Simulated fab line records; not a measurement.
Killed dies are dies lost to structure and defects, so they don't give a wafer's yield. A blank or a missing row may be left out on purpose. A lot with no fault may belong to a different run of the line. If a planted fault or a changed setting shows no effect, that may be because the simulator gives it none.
One fault seen from 3 desks | flow n5Finfet | what lay behind the numbers comes last; until then each desk has only its own

== AT THE TOOL OWNER'S DESK: rieSi-04 ==
The tool's own readings at N5_SDB_CUT_ETCH_26 (etches Si in HBr/Cl2/O2, target depth 129.6 nm, bt time 20 s, time 51.8 s): means of the sampled wafers that have a number, for each lot that ran on this tool. Any lot whose mean is over 4 standard deviations away from the usual mean is out of limits and marked OUT; that distance is given in the brackets.
Columns: A = O2_flow_sccm at N5_SDB_CUT_ETCH_26, usual 11.99 sccm; B = drypumpMotorCurrentA at N5_SDB_CUT_ETCH_26, usual 5.6 A; C = oesProductAu at N5_SDB_CUT_ETCH_26, usual 1.002 a.u.; D = throttleValvePct at N5_SDB_CUT_ETCH_26, usual 37.3 %
lot  | first seen here | A     | B   | C     | D
L873 | day 5 21:19     | 12.00 | 5.4 | 1.002 | 37.2
L885 | day 8 19:44     | 12.00 | 6.3 | 0.982 | 37.0
L887 | day 9 08:38     | 12.04 | 5.4 | 1.003 | 37.2
Finding of this desk: none of the 3 lots has anything out of limits.

== FROM THE METROLOGY DESK ==
What the gauges read, lot by lot, whatever tool the lot ran on: means of the sampled wafers that have a number. Any lot whose mean is over 4 standard deviations away from the usual mean is out of limits and marked OUT; that distance is given in the brackets. It has 11 readings; the 7 that lie furthest out on some lot are the ones shown.
Columns: A = DIBL_N at N5_BEOL_M4_RC_MEAS_101, usual 36.0 mV/V; B = DIBL_P at N5_BEOL_M4_RC_MEAS_101, usual 36.0 mV/V; C = IOFF_P at N5_BEOL_M4_RC_MEAS_101, usual 0.21 nA/um; D = ION_N at N5_BEOL_M4_RC_MEAS_101, usual 673 uA/um; E = ION_P at N5_BEOL_M4_RC_MEAS_101, usual 463 uA/um; F = VT_N at N5_BEOL_M4_RC_MEAS_101, usual 250 mV; G = VT_P at N5_BEOL_M4_RC_MEAS_101, usual -250 mV
lot  | first seen here | A    | B    | C    | D   | E   | F   | G
L867 | day 4 08:19     | 33.8 | 34.6 | 0.16 | 677 | 458 | 252 | -255
L871 | day 5 07:02     | 37.2 | 36.5 | 0.22 | 675 | 462 | 251 | -250
L873 | day 5 20:36     | 36.7 | 35.4 | 0.21 | 672 | 465 | 251 | -250
L875 | day 6 06:53     | 33.7 | 33.7 | 0.20 | 664 | 459 | 254 | -246
L885 | day 8 18:45     | 34.2 | 32.8 | 0.16 | 666 | 455 | 252 | -253
L887 | day 9 07:59     | 34.5 | 33.5 | 0.15 | 654 | 450 | 255 | -257
Finding of this desk: none of the 6 lots has anything out of limits.

== THE DEFECT DESK ==
Per lot, the means of the sampled wafers with a number show what the inspections along the route counted. Any lot whose mean is over 4 standard deviations away from the usual mean is out of limits and marked OUT; that distance is given in the brackets.
Columns: A = rawDefectCount at N5_SDB_INSPECT_13, usual 76
lot  | first seen here | A
L867 | day 4 08:20     | 78
L871 | day 5 07:04     | 49
L873 | day 5 20:38     | 67
L875 | day 6 06:54     | 59
L885 | day 8 18:46     | 88
L887 | day 9 08:00     | 37
Finding of this desk: none of the 6 lots has anything out of limits.

== PUT TOGETHER ==
The desk of the tool owner found nothing out of limits.
Nothing out of limits was seen by the metrology desk.
Nothing out of limits was seen by the defect desk.

== WHAT WAS PUT IN BY THE SIMULATOR ==
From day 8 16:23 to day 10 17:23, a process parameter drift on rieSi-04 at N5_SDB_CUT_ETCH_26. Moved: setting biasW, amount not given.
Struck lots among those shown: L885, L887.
